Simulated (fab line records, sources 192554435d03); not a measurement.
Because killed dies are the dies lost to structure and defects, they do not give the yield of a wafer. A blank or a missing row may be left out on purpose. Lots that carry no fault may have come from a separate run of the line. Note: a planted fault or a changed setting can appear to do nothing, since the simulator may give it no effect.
Split-lot study ; flow n5Finfet ; 39 wafers read from 7 lots, route of 1938 steps

## ON THE SPLIT
At N5_MOL_CONTACT_COAG_VIA_ETCH_46 (etches SiO2 in C4F6/O2, target depth 46 nm, overetch 9.2 nm, time 40 s), the setting targetDepthA was moved away from the recipe's 460 angstrom on 9 of the 39 wafers read, by -55.8% to +19.9%. For the rest of the wafers, this setting stayed at what the recipe calls for.

## FROM THE SPLIT TO THE READING: what the file shows between them, 7 steps
- N5_MOL_CONTACT_COAG_STRIP_96: strips in N2/H2
- N5_MOL_CONTACT_COAG_ETCH_47: etches SiNx in CH3F/O2, stops on W, target depth 27 nm
- N5_MOL_CONTACT_COAG_STRIP_119: strips in N2/H2, time 30 s
- N5_MOL_CONTACT_COAG_PRECLEAN_144: cleans in alkaline clean, time 60 s
- N5_MOL_CONTACT_COAG_STRIP_120: strips in CHF3
- N5_MOL_CONTACT_COAG_VIA_ETCH_117: etches SiO2 in C4F6/O2, target depth 40 nm, overetch 8 nm, time 26 s
- N5_MOL_CONTACT_COAG_ETCH_124: etches SiNx in CH3F/O2, stops on SiOC, target depth 6.5 nm

## THE READING
oesProductAu, in a.u., at N5_MOL_CONTACT_COAG_ETCH_48 (etches SiOC in C4F6/O2, target depth 15 nm, overetch 4.5 nm, time 17 s). Fault-free wafers of this fab line usually give 0.66 a.u., standard deviation 0.071 a.u.

wafer;tool, chamber at the split;targetDepthA as run, angstrom;against the recipe;oesProductAu, a.u.;against lot-mates on the recipe
L077.1;rieDiel-02, 2;460;recipe;0.62;-
L077.2;rieDiel-02, 3;460;recipe;0.80;-
L077.3;rieDiel-02, 0;460;recipe;0.58;-
L077.4;rieDiel-02, 1;460;recipe;0.63;-
L077.5;rieDiel-02, 1;460;recipe;0.78;-
L077.6;rieDiel-02, 2;460;recipe;0.62;-
L079.1;rieDiel-01, 1;460;recipe;0.73;-
L079.2;rieDiel-01, 2;460;recipe;0.72;-
L079.3;rieDiel-01, 0;460;recipe;0.73;-
L079.4;rieDiel-01, 3;551.7;+19.9%;0.74;+0.01
L079.5;rieDiel-01, 2;551.7;+19.9%;0.72;-0.01
L079.6;rieDiel-01, 3;551.7;+19.9%;0.73;+0.00
L083.1;rieDiel-02, 1;460;recipe;0.65;-
L083.2;rieDiel-02, 0;460;recipe;0.55;-
L083.5;rieDiel-02, 0;460;recipe;0.54;-
L084.1;rieDiel-02, 0;285.8;-37.9%;0.30;-0.43
L084.2;rieDiel-02, 3;460;recipe;0.77;-
L084.3;rieDiel-02, 2;460;recipe;0.69;-
L084.4;rieDiel-02, 1;460;recipe;0.73;-
L084.5;rieDiel-02, 2;285.8;-37.9%;0.30;-0.43
L084.6;rieDiel-02, 3;285.8;-37.9%;0.33;-0.40
L086.1;rieDiel-01, 1;460;recipe;0.59;-
L086.2;rieDiel-01, 3;460;recipe;0.66;-
L086.3;rieDiel-01, 0;460;recipe;0.55;-
L086.4;rieDiel-01, 1;460;recipe;0.62;-
L086.5;rieDiel-01, 0;460;recipe;0.67;-
L086.6;rieDiel-01, 3;460;recipe;0.53;-
L090.1;rieDiel-06, 1;203.3;-55.8%;0.31;-0.37
L090.2;rieDiel-06, 2;460;recipe;0.69;-
L090.3;rieDiel-06, 3;203.3;-55.8%;0.31;-0.37
L090.4;rieDiel-06, 0;203.3;-55.8%;0.31;-0.37
L090.5;rieDiel-06, 3;460;recipe;0.70;-
L090.6;rieDiel-06, 2;460;recipe;0.65;-
L091.1;rieDiel-06, 3;460;recipe;0.70;-
L091.2;rieDiel-06, 1;460;recipe;0.75;-
L091.3;rieDiel-06, 0;460;recipe;0.70;-
L091.4;rieDiel-06, 2;460;recipe;0.68;-
L091.5;rieDiel-06, 2;460;recipe;0.66;-
L091.6;rieDiel-06, 1;460;recipe;0.71;-

FIT RESULTS
A straight line over all 39 wafers: oesProductAu changes by +0.00684 a.u. for each +1% of targetDepthA; r = +0.87; the points scatter about the line by 0.073 a.u.
The same after taking each lot's own level away (the mean of its wafers on the recipe; 39 wafers): +0.0071 a.u. for each +1%; r = +0.89; scatter 0.072 a.u.
The reading moves by 0.4 a.u. for the largest change in targetDepthA, on that fit.
The span of the lots' own levels, 0.580 to 0.730 a.u., comes to 2.1 times the standard deviation stated above.
Hence the lot-to-lot level has little effect on the slope; both slopes agree.
Check: for one of the wafers moved furthest among these (-55.8%), held out of the fit, the line's prediction against its lot-mates is -0.429 a.u. It came out at -0.37 a.u. against them.

## THE WHOLE CHAIN: every reading that the file lists as answering this split, in the file's order
step;what it does;reading;change (the file's fit);r (the file's)
N5_MOL_CONTACT_COAG_VIA_ETCH_46;etches SiO2 in C4F6/O2, target depth 46 nm, overetch 9.2 nm, time 40 s;etch.depthNm (the simulator's own value, which no gauge read);+0.25 nm for each +1% of the setting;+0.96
N5_MOL_CONTACT_COAG_VIA_ETCH_46;etches SiO2 in C4F6/O2, target depth 46 nm, overetch 9.2 nm, time 40 s;SOC_of_MOL_CONTACT_COAG_COAT_75.thkNm (the simulator's own value, which no gauge read);-0.0585 nm for each +1% of the setting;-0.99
N5_MOL_CONTACT_COAG_ETCH_47;etches SiNx in CH3F/O2, stops on W, target depth 27 nm;etchRfOnTimeS;withheld for each +1% of the setting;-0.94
N5_MOL_CONTACT_COAG_ETCH_47;etches SiNx in CH3F/O2, stops on W, target depth 27 nm;oesProductAu;+0.00887 a.u. for each +1% of the setting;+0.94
N5_MOL_CONTACT_COAG_ETCH_47;etches SiNx in CH3F/O2, stops on W, target depth 27 nm;etch.overEtchS (the simulator's own value, which no gauge read);+0.0983 s for each +1% of the setting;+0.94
N5_MOL_CONTACT_COAG_ETCH_124;etches SiNx in CH3F/O2, stops on SiOC, target depth 6.5 nm;oesProductAu;+0.00762 a.u. for each +1% of the setting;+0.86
N5_MOL_CONTACT_COAG_ETCH_48;etches SiOC in C4F6/O2, target depth 15 nm, overetch 4.5 nm, time 17 s;oesProductAu;+0.00736 a.u. for each +1% of the setting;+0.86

## FILE'S OWN FIT
oesProductAu changes by +0.00736 a.u. for each +1% of targetDepthA, r = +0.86.
